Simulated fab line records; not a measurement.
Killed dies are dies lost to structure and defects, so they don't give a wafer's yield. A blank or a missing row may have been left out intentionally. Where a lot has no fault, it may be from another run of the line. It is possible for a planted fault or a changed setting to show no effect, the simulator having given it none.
Which of the tools did it? | flow n5Finfet | Sampling: 24 lots, 72 wafers, 4 of 1938 route steps

## WHAT EACH GAUGE READ, for each wafer
N5_BEOL_M13_INSPECT_55: inspects for defects (darkfield).
lot  | measured     | on               | rawDefectCount
L074 | day 10 22:24 | defectInspect-01 | 58 47 82
L075 | day 12 03:15 | defectInspect-01 | 47 39 54
L076 | day 12 03:43 | defectInspect-02 | 94 85 62
L079 | day 12 05:38 | defectInspect-01 | 59 56 86
L077 | day 12 09:25 | defectInspect-02 | 162 118 78
L078 | day 12 15:26 | defectInspect-01 | 73 59 59
L080 | day 12 17:11 | defectInspect-01 | 63 62 41
L081 | day 13 06:53 | defectInspect-02 | 69 74 74
L082 | day 13 13:22 | defectInspect-02 | 53 49 74
L083 | day 13 19:29 | defectInspect-02 | 44 43 37
L084 | day 14 04:43 | defectInspect-01 | 83 47 61
L086 | day 14 05:44 | defectInspect-02 | 74 129 173
L085 | day 14 15:10 | defectInspect-01 | 91 77 94
L088 | day 14 17:38 | defectInspect-02 | 65 103 82
L087 | day 14 20:34 | defectInspect-01 | 72 90 51
L090 | day 15 10:16 | defectInspect-02 | 34 27 42
L089 | day 15 13:30 | defectInspect-01 | 66 74 56
L091 | day 15 20:28 | defectInspect-01 | 84 55 69
L092 | day 15 20:04 | defectInspect-01 | 107 71 108
L093 | day 16 05:44 | defectInspect-02 | 79 55 85
L094 | day 16 09:33 | defectInspect-01 | 49 61 68
L096 | day 17 03:46 | defectInspect-02 | 72 56 56
L095 | day 17 04:03 | defectInspect-01 | 30 96 106
L097 | day 17 10:05 | defectInspect-01 | 83 91 97

## WHICH TOOL RAN EACH LOT (tool, then ch and the chambers of the sampled wafers, then the start)
lot  | N5_BEOL_M12_ANNEAL_48           | N5_BEOL_M13_VIA_ETCH_16           | N5_BEOL_M13_DEP_53
L074 | rtpAnneal-02 ch 0, day 10 15:26 | rieDiel-04 ch 2,3, day 10 16:56   | pecvd-03 ch 0,1,2, day 10 22:18
L075 | rtpAnneal-01 ch 0, day 11 12:59 | rieDiel-01 ch 0,3, day 11 14:23   | pecvd-04 ch 1,2, day 12 03:10
L076 | rtpAnneal-01 ch 0, day 11 13:50 | rieDiel-03 ch 0,1,3, day 11 15:20 | pecvd-01 ch 0,1,2, day 12 03:37
L079 | rtpAnneal-02 ch 0, day 11 22:34 | rieDiel-01 ch 1,2,3, day 11 23:59 | pecvd-04 ch 0,1, day 12 05:32
L077 | rtpAnneal-01 ch 0, day 12 03:30 | rieDiel-04 ch 0,1,3, day 12 05:13 | pecvd-04 ch 1,2, day 12 09:19
L078 | rtpAnneal-01 ch 0, day 12 06:20 | rieDiel-01 ch 2,3, day 12 07:53   | pecvd-03 ch 0,1, day 12 15:20
L080 | rtpAnneal-01 ch 0, day 12 11:07 | rieDiel-04 ch 1,2, day 12 12:40   | pecvd-03 ch 0,2, day 12 17:05
L081 | rtpAnneal-01 ch 0, day 12 23:42 | rieDiel-04 ch 0,1,2, day 13 01:07 | pecvd-01 ch 0,1,2, day 13 06:48
L082 | rtpAnneal-02 ch 0, day 13 05:37 | rieDiel-04 ch 0,2,3, day 13 07:08 | pecvd-01 ch 0,2, day 13 13:17
L083 | rtpAnneal-01 ch 0, day 13 12:39 | rieDiel-01 ch 0,1, day 13 13:55   | pecvd-01 ch 0,1,2, day 13 19:24
L084 | rtpAnneal-01 ch 0, day 13 22:53 | rieDiel-03 ch 1,3, day 14 00:16   | pecvd-01 ch 0,1,2, day 14 04:37
L086 | rtpAnneal-01 ch 0, day 14 00:15 | rieDiel-04 ch 0,1,2, day 14 01:40 | pecvd-03 ch 0,1,2, day 14 05:39
L085 | rtpAnneal-02 ch 0, day 14 10:11 | rieDiel-03 ch 1,3, day 14 11:52   | pecvd-01 ch 0,1, day 14 15:04
L088 | rtpAnneal-02 ch 0, day 14 11:33 | rieDiel-01 ch 1,3, day 14 13:01   | pecvd-04 ch 0,1, day 14 17:32
L087 | rtpAnneal-02 ch 0, day 14 13:14 | rieDiel-04 ch 1,2, day 14 14:39   | pecvd-03 ch 0,1,2, day 14 20:28
L090 | rtpAnneal-01 ch 0, day 15 02:56 | rieDiel-01 ch 0,2, day 15 04:44   | pecvd-04 ch 0,1,2, day 15 10:10
L089 | rtpAnneal-02 ch 0, day 15 04:31 | rieDiel-03 ch 0,3, day 15 06:13   | pecvd-04 ch 0,1,2, day 15 13:25
L091 | rtpAnneal-01 ch 0, day 15 12:19 | rieDiel-04 ch 0,3, day 15 14:04   | pecvd-04 ch 1,2, day 15 20:23
L092 | rtpAnneal-02 ch 0, day 15 12:23 | rieDiel-01 ch 0,2, day 15 14:34   | pecvd-01 ch 0,1, day 15 19:59
L093 | rtpAnneal-02 ch 0, day 16 00:11 | rieDiel-04 ch 0,3, day 16 01:36   | pecvd-04 ch 0,1,2, day 16 05:38
L094 | rtpAnneal-02 ch 0, day 16 01:16 | rieDiel-03 ch 1,2,3, day 16 02:50 | pecvd-04 ch 0,1,2, day 16 09:27
L096 | rtpAnneal-01 ch 0, day 16 20:56 | rieDiel-01 ch 2,3, day 16 22:23   | pecvd-03 ch 0,2, day 17 03:40
L095 | rtpAnneal-01 ch 0, day 16 21:17 | rieDiel-04 ch 1,2,3, day 16 22:39 | pecvd-01 ch 0,1,2, day 17 03:58
L097 | rtpAnneal-02 ch 0, day 17 03:04 | rieDiel-04 ch 0,1,2, day 17 04:30 | pecvd-01 ch 0,1,2, day 17 10:00
- N5_BEOL_M12_ANNEAL_48: time 90 s.
- N5_BEOL_M13_VIA_ETCH_16: etches SiOC in C4F8/O2/Ar, target depth 921.7 nm.
- N5_BEOL_M13_DEP_53: deposits SiCN from 3MS/NH3, target thk 50 nm, time 17.8 s.

## AS READ BY THE TOOLS THEMSELVES (means over the sampled wafers that have a number; for cases with no such wafer, the mark the record gives instead)
N5_BEOL_M12_ANNEAL_48.
lot  | tool         | wafer_temp_C_max
L074 | rtpAnneal-02 | 226.14
L075 | rtpAnneal-01 | 226.17
L076 | rtpAnneal-01 | 226.41
L079 | rtpAnneal-02 | 226.51
L077 | rtpAnneal-01 | 226.38
L078 | rtpAnneal-01 | 226.39
L080 | rtpAnneal-01 | 226.41
L081 | rtpAnneal-01 | 226.26
L082 | rtpAnneal-02 | 226.36
L083 | rtpAnneal-01 | 226.23
L084 | rtpAnneal-01 | 226.28
L086 | rtpAnneal-01 | 226.18
L085 | rtpAnneal-02 | 226.27
L088 | rtpAnneal-02 | 226.36
L087 | rtpAnneal-02 | 226.43
L090 | rtpAnneal-01 | 226.01
L089 | rtpAnneal-02 | 226.27
L091 | rtpAnneal-01 | 226.62
L092 | rtpAnneal-02 | 226.29
L093 | rtpAnneal-02 | 226.16
L094 | rtpAnneal-02 | 226.24
L096 | rtpAnneal-01 | 225.99
L095 | rtpAnneal-01 | 226.43
L097 | rtpAnneal-02 | 226.29

N5_BEOL_M13_VIA_ETCH_16.
lot  | tool       | biasW (W) | drypumpMotorCurrentA (A) | heOuterTorr (Torr) | mfcArSccm (sccm) | oesProductAu (a.u.) | rfVppV (V) | showerheadPlenumPTorr (Torr) | throttleValvePct (%)
L074 | rieDiel-04 | 698.8     | 6.6                      | 30.02              | 401.0            | 0.61                | 662        | 3.28                         | 24.08
L075 | rieDiel-01 | 703.4     | 6.1                      | 29.99              | 398.7            | 0.72                | 666        | 3.39                         | 23.98
L076 | rieDiel-03 | 702.0     | 5.9                      | 30.00              | 400.8            | 0.70                | 667        | 3.47                         | 24.07
L079 | rieDiel-01 | 697.8     | 5.8                      | 29.97              | 400.9            | 0.78                | 664        | 3.38                         | 24.17
L077 | rieDiel-04 | 699.2     | 5.8                      | 29.99              | 399.4            | 0.69                | 665        | 3.42                         | 24.22
L078 | rieDiel-01 | 697.6     | 6.4                      | 30.07              | 399.7            | 0.77                | 663        | 3.33                         | 24.18
L080 | rieDiel-04 | 699.1     | 5.9                      | 29.94              | 400.9            | 0.86                | 665        | 3.40                         | 24.11
L081 | rieDiel-04 | 698.6     | 5.6                      | 30.02              | 398.7            | 0.77                | 667        | 3.46                         | 24.25
L082 | rieDiel-04 | 699.3     | 6.1                      | 29.98              | 400.3            | 0.71                | 664        | 3.37                         | 24.16
L083 | rieDiel-01 | 699.9     | 5.5                      | 30.02              | 400.6            | 0.79                | 670        | 3.56                         | 24.05
L084 | rieDiel-03 | 700.8     | 6.3                      | 30.06              | 399.8            | 0.72                | 670        | 3.58                         | 24.05
L086 | rieDiel-04 | 700.8     | 5.6                      | 29.99              | 401.3            | 0.77                | 667        | 3.46                         | 24.25
L085 | rieDiel-03 | 700.9     | 6.2                      | 30.02              | 400.8            | 0.67                | 670        | 3.55                         | 24.18
L088 | rieDiel-01 | 700.7     | 5.2                      | 30.05              | 400.5            | 0.75                | 665        | 3.41                         | 24.20
L087 | rieDiel-04 | 699.8     | 5.6                      | 30.03              | 401.1            | 0.80                | 665        | 3.44                         | 24.20
L090 | rieDiel-01 | 699.7     | 6.1                      | 29.99              | 399.4            | 0.78                | 668        | 3.50                         | 24.06
L089 | rieDiel-03 | 702.4     | 6.0                      | 30.04              | 400.5            | 0.71                | 667        | 3.49                         | 23.99
L091 | rieDiel-04 | 699.0     | 6.3                      | 30.01              | 399.8            | 0.78                | 670        | 3.59                         | 23.97
L092 | rieDiel-01 | 702.2     | 6.1                      | 29.98              | 398.7            | 0.78                | 669        | 3.50                         | 24.07
L093 | rieDiel-04 | 698.2     | 5.8                      | 29.98              | 399.5            | 0.72                | 669        | 3.55                         | 24.22
L094 | rieDiel-03 | 701.4     | 6.0                      | 30.00              | 400.0            | 0.66                | 667        | 3.50                         | 24.23
L096 | rieDiel-01 | 699.6     | 6.3                      | 29.93              | 400.0            | 0.69                | 663        | 3.30                         | 24.14
L095 | rieDiel-04 | 697.3     | 6.1                      | 29.98              | 399.8            | 0.80                | 667        | 3.48                         | 24.03
L097 | rieDiel-04 | 699.3     | 5.6                      | 29.99              | 398.9            | 0.74                | 666        | 3.44                         | 24.29

N5_BEOL_M13_DEP_53.
lot  | tool     | showerheadPlenumPTorr (Torr) | throttleValvePct (%)
L074 | pecvd-03 | 4.158                        | 19.1
L075 | pecvd-04 | 4.145                        | 17.2
L076 | pecvd-01 | 4.164                        | 18.1
L079 | pecvd-04 | 4.166                        | 16.9
L077 | pecvd-04 | 4.136                        | 17.1
L078 | pecvd-03 | 4.168                        | 19.7
L080 | pecvd-03 | 4.163                        | 18.9
L081 | pecvd-01 | 4.166                        | 18.1
L082 | pecvd-01 | 4.165                        | 17.3
L083 | pecvd-01 | 4.156                        | 18.2
L084 | pecvd-01 | 4.163                        | 18.1
L086 | pecvd-03 | 4.165                        | 19.2
L085 | pecvd-01 | 4.168                        | 19.1
L088 | pecvd-04 | 4.169                        | 16.9
L087 | pecvd-03 | 4.164                        | 19.1
L090 | pecvd-04 | 4.157                        | 17.0
L089 | pecvd-04 | 4.157                        | 16.9
L091 | pecvd-04 | 4.146                        | 17.4
L092 | pecvd-01 | 4.164                        | 19.0
L093 | pecvd-04 | 4.158                        | 17.0
L094 | pecvd-04 | 4.155                        | 17.0
L096 | pecvd-03 | 4.160                        | 18.9
L095 | pecvd-01 | 4.174                        | 18.0
L097 | pecvd-01 | 4.167                        | 18.1

## THE ANSWER, worked out from the rows above alone
Rule: the lots themselves supply what counts as usual. Put in order of their means at a reading, lots are off if they are a third of the lots or fewer, leave a main group of 4 or more, and stand apart from it by a gap of 3 or more times the standard deviation of the main group's means; of several such gaps the widest counts. A main group whose means are all the same, to the digits that the tables above print for the reading, isn't used. Also off: a lot with no number at a reading for which 4 or more lots have one. Any other lot the step has rows for is counted as sound. First the gauges in route order, then the tools' own readings, where a lot's mean is used as printed above. The first step at which some lot is off is used, and at that step the reading that is off furthest; a lot without a number counts as furthest.
No lot is off at any reading shown: from this, nothing can be told.

## WHAT THE SIMULATOR PUT IN
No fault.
